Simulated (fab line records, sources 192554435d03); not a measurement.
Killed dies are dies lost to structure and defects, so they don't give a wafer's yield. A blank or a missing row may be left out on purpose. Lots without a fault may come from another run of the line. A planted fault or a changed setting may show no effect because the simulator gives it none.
Problem report in the 8D (eight disciplines) form, filled by code | flow n5_finfet | the parts of the form that need people (team, actions taken, sign-off) are left out

1. THE PROBLEM
plate_temp_C at N5_BEOL_M12_PEB_08 reads a mean of 132.41 C on 9 wafers of 3 lots; wafers without a fault read 130.00 C with a standard deviation of 0.15. That is +16 standard deviations from the usual mean.
The step: peb time 90 s.
First seen on wafer L406.1, day 14 06:17, on litho_track-02. The record holds 33 wafers of 11 lots with a number at this step. Rule for "out", or "out of limits": more than 4 standard deviations from the usual mean. The other wafers with a number count as sound.

2. WHAT IT IS AND WHAT IT IS NOT
question                    | is                     | is not
which readings at this step | plate_temp_C           | chill_plate_temp_C
which lots                  | L406, L410, L413       | L394, L397, L403, L404, L405, L409, L414, L415
which wafers of those lots  | all that have a number | -
read on which tools         | litho_track-02         | litho_track-01, litho_track-04
when                        | from day 14 06:17      | up to then (15 sound wafers); but 9 sound wafers of L409, L414, L415 came after

3. SUSPECTS, AND WHAT RULES EACH OUT
Counting: a tool at a process step up to the reading stays a suspect if it ran every lot that is out and no sound lot after the first of them.
- litho_track-02 at N5_BEOL_M12_PEB_08 (peb time 90 s): kept. It ran every lot that is out, first L406 (day 14 06:17), and no sound lot after that; its last sound lot up to then is L405 (day 13 21:59). Its own readings are out on those wafers: plate_temp_C.
Left after counting: litho_track-02 at N5_BEOL_M12_PEB_08.

4. THE CAUSE (what the simulator had put in)
Process parameter drift: litho_track-02, from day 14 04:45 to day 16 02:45, at N5_BEOL_M12_PEB_08. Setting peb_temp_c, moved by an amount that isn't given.
Counting left only this tool.

5. THE CHAIN OF EFFECTS, in route order
Each row: a reading whose mean over the struck wafers that have a number lies more than 3 standard deviations from the usual. Only readings for which the record gives a usual standard deviation are gone through. hours: the time from each lot's start at the first step in this table that gives one to its start at this step, as a median over the lots. sigmas: the change in usual standard deviations.
hours | step               | reading              | usual    | on struck wafers | change | sigmas
0     | N5_BEOL_M12_PEB_08 | heater_power_total_W | 172.5 W  | 176.3            | +3.8   | +5.0
0     | N5_BEOL_M12_PEB_08 | plate_temp_C         | 130.00 C | 132.41           | +2.41  | +16
The process steps in it:
- N5_BEOL_M12_PEB_08: peb time 90 s.

6. WHAT WOULD HAVE CAUGHT IT SOONER
In this record the first reading out of limits was taken at day 14 06:17, 2 hours after the fault began at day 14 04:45.
